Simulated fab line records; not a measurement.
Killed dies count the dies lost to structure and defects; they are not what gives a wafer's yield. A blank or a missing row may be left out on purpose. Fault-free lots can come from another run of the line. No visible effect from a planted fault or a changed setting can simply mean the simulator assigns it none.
Which tool did it? ; flow n5 finfet ; Sampling: 9 lots, 27 wafers, 5 of 1938 route steps

## WHAT THE GAUGES SHOWED, per wafer
N5_BEOL_M4_RC_MEAS_101. Usual: DIBL_N 37.3 mV/V, standard deviation 2.3; DIBL_P 37.4 mV/V, standard deviation 2.9; IOFF_N 0.18 nA/um, standard deviation 0.045; IOFF_P 0.25 nA/um, standard deviation 0.054; ION_N 679 uA/um, standard deviation 15; ION_P 468 uA/um, standard deviation 9.7; RS_PWELL 3014 ohm/sq, standard deviation 20; SS_N 71.8 mV/dec, standard deviation 0.62; SS_P 73.6 mV/dec, standard deviation 0.76; VT_N 248 mV, standard deviation 4.1; VT_P -248 mV, standard deviation 3.6.
lot;measured;on;DIBL_N (mV/V);DIBL_P (mV/V);IOFF_N (nA/um);IOFF_P (nA/um);ION_N (uA/um);ION_P (uA/um);RS_PWELL (ohm/sq);SS_N (mV/dec);SS_P (mV/dec);VT_N (mV);VT_P (mV);flag
L365;day 8 21:13;prober-01;37.0 32.8 34.7;38.6 32.4 35.2;0.17 0.09 0.12;0.24 0.14 0.18;697 651 666;480 450 459;3018 2979 2998;71.6 71.4 71.6;72.8 71.4 72.1;247 259 253;-249 -254 -249;
L366;day 8 22:00;prober-01;36.8 38.7 37.2;36.0 38.6 37.3;0.17 0.21 0.18;0.23 0.28 0.26;683 687 692;464 473 480;3049 3016 3025;71.3 72.1 71.9;73.0 74.0 74.4;251 247 248;-249 -245 -245;
L367;day 9 03:22;prober-02;39.0 40.6 37.3;39.4 43.2 38.2;0.20 0.26 0.17;0.25 0.31 0.22;681 693 698;464 473 469;3041 3012 2992;71.6 72.8 72.0;74.0 74.9 73.0;247 243 248;-249 -248 -251;
L370;day 10 00:09;prober-02;40.4 38.3 38.9;39.5 36.6 38.0;0.25 0.18 0.20;0.31 0.26 0.27;708 667 701;483 464 481;3027 3025 3027;72.6 71.1 72.2;74.4 73.6 73.5;242 246 245;-243 -245 -245;
L374;day 11 02:35;prober-02;39.9 41.4 40.8;41.3 42.9 42.1;0.23 0.26 0.24;0.32 0.39 0.35;704 688 692;487 475 484;3011 3030 3007;72.3 72.9 71.7;74.4 74.6 74.7;243 241 241;-244 -241 -241;
L375;day 11 20:29;prober-02;39.9 33.8 36.5;41.6 33.4 36.2;0.25 0.12 0.15;0.33 0.18 0.22;703 675 658;481 470 465;3155 3138 3163;71.6 71.2 71.5;73.8 72.9 73.8;245 252 253;-243 -251 -247;OFF
L376;day 11 02:22;prober-01;38.6 37.7 35.2;39.5 38.2 35.6;0.19 0.17 0.12;0.26 0.25 0.21;668 683 647;457 469 448;3042 3047 3026;72.1 72.4 72.0;74.2 73.5 74.0;248 248 253;-251 -251 -252;
L377;day 11 22:19;prober-01;41.3 36.2 35.9;41.0 35.4 33.3;0.29 0.17 0.14;0.34 0.23 0.19;697 689 667;476 479 455;3179 3176 3168;71.5 71.1 71.7;74.8 73.6 72.6;239 246 251;-244 -246 -250;OFF
L378;day 12 05:07;prober-02;33.5 32.0 35.5;34.4 33.1 35.0;0.14 0.13 0.16;0.20 0.19 0.21;669 679 652;463 468 450;3028 3010 3004;70.6 70.6 71.8;73.1 72.6 73.5;251 249 251;-249 -250 -253;

## EACH LOT AND THE TOOL THAT RAN IT (in order: tool; ch and the chambers of the sampled wafers; start)
lot;N5_ZERO_LAYER_PECVD_02;N5_WELL_APT_DESCUM_30;N5_WELL_APT_IMPLANT_31;N5_PMOS_HMC_CHANNEL_EPI_HM_DEP_34
L365;pecvd-01 ch 1,2, day 2 06:18;rie diel-04 ch 1,2,3, day 2 09:10;implanter-01 ch 0, day 2 09:18;pecvd-02 ch 0,1, day 2 10:55
L366;pecvd-01 ch 1,2, day 2 12:17;rie diel-06 ch 1,2, day 2 16:09;implanter-02 ch 0, day 2 16:15;pecvd-01 ch 0,1, day 2 17:50
L367;pecvd-03 ch 0,1,2, day 2 18:17;rie diel-06 ch 0,3, day 2 21:12;implanter-02 ch 0, day 2 21:18;pecvd-04 ch 0, day 2 23:05
L370;pecvd-01 ch 0,1, day 3 12:17;rie diel-04 ch 0,2,3, day 3 15:05;implanter-02 ch 0, day 3 15:14;pecvd-01 ch 0,1, day 3 16:45
L374;pecvd-03 ch 0,1, day 4 12:17;rie diel-04 ch 1,2, day 4 15:40;implanter-01 ch 0, day 4 15:47;pecvd-04 ch 0,1,2, day 4 17:23
L375;pecvd-01 ch 0,2, day 4 18:27;rie diel-02 ch 1,2, day 4 21:01;implanter-02 ch 0, day 4 21:07;pecvd-02 ch 1,2, day 4 22:44
L376;pecvd-04 ch 0,1,2, day 5 00:19;rie diel-02 ch 0,2,3, day 5 03:10;implanter-01 ch 0, day 5 03:21;pecvd-04 ch 0,1,2, day 5 04:53
L377;pecvd-03 ch 0,2, day 5 06:17;rie diel-06 ch 1,2,3, day 5 09:01;implanter-02 ch 0, day 5 09:07;pecvd-04 ch 0,2, day 5 10:42
L378;pecvd-01 ch 0,1,2, day 5 12:19;rie diel-04 ch 0,1,3, day 5 15:11;implanter-01 ch 0, day 5 15:23;pecvd-02 ch 0,1,2, day 5 16:56
- N5_ZERO_LAYER_PECVD_02: deposits SiO2 from SiH4/N2O, target thk 10 nm, time 6 s.
- N5_WELL_APT_DESCUM_30: chemistry O2, time 7.9 s.
- N5_WELL_APT_IMPLANT_31
- N5_PMOS_HMC_CHANNEL_EPI_HM_DEP_34: deposits SiO2 from TEOS/O2, target thk 36 nm, time 6.9 s.

## AS READ BY THE TOOLS THEMSELVES (means over the sampled wafers that have a number; for cases with no such wafer, the mark the record gives instead)
N5_ZERO_LAYER_PECVD_02. Usual: heater power outer w 433 W, standard deviation 61; heater power w 728 W, standard deviation 90; showerhead plenum p Torr 8.14 Torr, standard deviation 0.22.
lot;tool;heater power outer w (W);heater power w (W);showerhead plenum p Torr (Torr);flag
L365;pecvd-01;488;794;8.01;
L366;pecvd-01;507;845;8.13;
L367;pecvd-03;413;687;8.06;
L370;pecvd-01;448;793;8.35;
L374;pecvd-03;424;690;8.01;
L375;pecvd-01;465;802;8.09;
L376;pecvd-04;405;683;8.15;
L377;pecvd-03;359;615;8.23;
L378;pecvd-01;479;809;8.21;

N5_WELL_APT_DESCUM_30. Usual: drypump motor current A 5.6 A, standard deviation 0.38; oes product au 0.79 a.u., standard deviation 0.083; rf vpp V 242.9 V, standard deviation 1.1; showerhead plenum p Torr 2.07 Torr, standard deviation 0.063; throttle valve pct 20.44 %, standard deviation 0.16.
lot;tool;drypump motor current A (A);oes product au (a.u.);rf vpp V (V);showerhead plenum p Torr (Torr);throttle valve pct (%);flag
L365;rie diel-04;5.5;0.79;242.4;2.04;20.44;
L366;rie diel-06;6.0;0.70;242.4;2.05;20.79;
L367;rie diel-06;5.6;0.86;242.7;2.05;20.25;
L370;rie diel-04;5.9;0.77;243.3;2.11;20.45;
L374;rie diel-04;5.7;0.75;243.0;2.05;20.43;
L375;rie diel-02;5.4;0.75;242.0;2.06;20.24;
L376;rie diel-02;5.3;0.80;243.9;2.14;20.39;
L377;rie diel-06;5.7;0.88;242.9;2.05;20.44;
L378;rie diel-04;5.6;0.78;242.5;2.08;20.55;

N5_WELL_APT_IMPLANT_31. Usual: dose ions cm2 1.4997e+13, standard deviation 1.7e+10; end station pressure torr 5.16e-06 Torr, standard deviation 2.7e-07; faraday current uA 190, standard deviation 3.7.
lot;tool;dose ions cm2;end station pressure torr (Torr);faraday current uA;flag
L365;implanter-01;1.5004e+13;5.26e-06;192;
L366;implanter-02;1.4996e+13;5.15e-06;191;
L367;implanter-02;1.5005e+13;5.05e-06;186;
L370;implanter-02;1.4990e+13;5.24e-06;187;
L374;implanter-01;1.5011e+13;4.83e-06;188;
L375;implanter-02;1.3776e+13;5.14e-06;175;OFF
L376;implanter-01;1.5008e+13;5.31e-06;187;
L377;implanter-02;1.3769e+13;5.28e-06;176;OFF
L378;implanter-01;1.4996e+13;5.24e-06;192;

N5_PMOS_HMC_CHANNEL_EPI_HM_DEP_34. Usual: heater power outer w 274 W, standard deviation 51; heater power w 522 W, standard deviation 85; showerhead plenum p Torr 8.36 Torr, standard deviation 0.049; throttle valve pct 18.9 %, standard deviation 1.5.
lot;tool;heater power outer w (W);heater power w (W);showerhead plenum p Torr (Torr);throttle valve pct (%);flag
L365;pecvd-02;232;424;8.39;19.8;
L366;pecvd-01;276;593;8.40;18.6;
L367;pecvd-04;262;518;8.33;17.4;
L370;pecvd-01;312;632;8.41;18.7;
L374;pecvd-04;267;502;8.35;18.0;
L375;pecvd-02;239;470;8.32;18.6;
L376;pecvd-04;254;490;8.35;18.2;
L377;pecvd-04;277;515;8.32;17.7;
L378;pecvd-02;260;484;8.36;18.6;

## THE ANSWER, worked out from the rows above alone
Rule: take the mean of a lot's wafers that have a number; if it is more than 3 standard deviations from the usual mean, the lot is off. A lot without any number at a reading at which 4 lots or more have one is off too. Any other lot the step has rows for is counted as sound. First the gauges in route order, then the tools' own readings, where a lot's mean is used as printed above. The first step at which some lot is off is used, and at that step the reading that is off furthest; a lot without a number counts as furthest.
Off: at N5_BEOL_M4_RC_MEAS_101 (RS_PWELL), L375, L377.
If a tool, at a process step before that reading, ran all the lots that are off and no sound lot after the first of them, it fits. Not tried: the gauges at N5_BEOL_M4_RC_MEAS_101; whatever is off there is also off at N5_WELL_APT_IMPLANT_31, on other tools, and gauge error can't account for it. One candidate fits, namely implanter-02 at N5_WELL_APT_IMPLANT_31. A fault onset in the window from L370 (day 3 15:14, its last sound lot) to L375 (day 4 21:07, its first lot off) fits.
The tool's own readings at N5_WELL_APT_IMPLANT_31 bear it out: on the lots that are off they differ by more than 5 times the standard deviation of the sound lots' means. dose ions cm2 reads 1.3772e+13 there against 1.5001e+13 on the sound lots; faraday current uA reads 176 there against 189 on the sound lots.

## WHAT THE SIMULATOR HAD INSERTED
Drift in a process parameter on implanter-02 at N5_WELL_APT_IMPLANT_31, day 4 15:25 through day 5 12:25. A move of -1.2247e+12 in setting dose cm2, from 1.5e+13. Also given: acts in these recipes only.
Struck lots among those shown: L375, L377. The rule above reached the same finding.
